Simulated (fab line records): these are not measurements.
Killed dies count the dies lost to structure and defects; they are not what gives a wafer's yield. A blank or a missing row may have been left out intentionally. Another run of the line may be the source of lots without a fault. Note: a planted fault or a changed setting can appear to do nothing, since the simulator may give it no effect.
Chamber matching ; flow n5-finfet ; N5_BEOL_M3_DESCUM_33 on rie-diel-04: 4 sister chambers
The step chemistry O2, time 7 s. 24 wafers are shown with their chamber, then 12 later ones without.

## EACH WAFER AND ITS CHAMBER
wafer;chamber;throttle-valve-pct (%);drypump-motor-current-A (A);showerhead-plenum-p-Torr (Torr)
L076.3;2;20.17;5.7;2.18
L076.4;0;20.70;4.7;2.00
L076.6;3;20.96;5.9;2.09
L078.1;3;20.97;5.9;2.09
L078.3;0;20.69;4.7;2.00
L078.6;0;20.70;4.7;2.00
L080.1;2;20.20;5.7;2.18
L080.2;0;20.69;4.7;2.00
L080.4;3;20.99;6.0;2.08
L081.2;2;20.18;5.7;2.17
L081.5;2;20.20;5.7;2.17
L081.6;1;20.16;6.1;2.05
L082.1;2;20.19;5.8;2.17
L082.2;0;20.72;4.7;2.00
L082.3;1;20.18;6.1;2.05
L083.1;1;20.17;6.1;2.05
L083.2;0;20.70;4.7;2.00
L083.3;2;20.18;5.7;2.17
L083.4;3;20.98;5.9;2.08
L083.5;3;20.99;5.9;2.08
L083.6;0;20.71;4.7;2.00
L088.1;3;21.00;5.9;2.08
L088.3;0;20.72;4.7;2.00
L088.5;3;21.00;5.9;2.08

SIGNATURES (means of the wafers above)
reading;chamber 0;chamber 1;chamber 2;chamber 3;scatter within a chamber
throttle-valve-pct;20.7037;20.1700;20.1867;20.9843;0.0128
drypump-motor-current-A;4.700;6.100;5.717;5.914;0.0291
showerhead-plenum-p-Torr;2.0000;2.0500;2.1733;2.0829;0.00372
Rule: a wafer lies at a distance from a chamber equal to the root of the sum of squares, over the readings, of (its reading less the chamber's mean, divided by the reading's scatter). The wafer belongs to the nearest chamber; if the next one is less than 2 further off, it can't be placed. The scatter: the root of (the sum of the squares of (reading less its chamber's mean) over the shown wafers, divided by (wafers less chambers)).

## WAFERS WITH NO CHAMBER GIVEN
wafer;throttle-valve-pct (%);drypump-motor-current-A (A);showerhead-plenum-p-Torr (Torr)
L090.1;20.73;4.7;2.00
L090.2;20.23;5.7;2.17
L090.3;20.21;6.1;2.04
L090.4;21.00;6.0;2.08
L090.5;20.73;4.7;2.00
L090.6;20.18;6.1;2.04
L093.1;21.03;5.9;2.08
L093.2;20.74;4.7;1.99
L093.3;20.20;6.0;2.04
L093.4;20.24;5.8;2.17
L093.5;21.00;5.9;2.08
L093.6;20.23;5.7;2.17

## WHICH CHAMBER EACH WENT THROUGH
wafer;from the rows above;in truth
L090.1;0;0
L090.2;2;2
L090.3;1;1
L090.4;3;3
L090.5;0;0
L090.6;1;1
L093.1;3;3
L093.2;0;0
L093.3;1;1
L093.4;2;2
L093.5;3;3
L093.6;2;2
Placed correctly: 12 of 12. Number that these rows cannot place: 0. 0 placed wrongly.
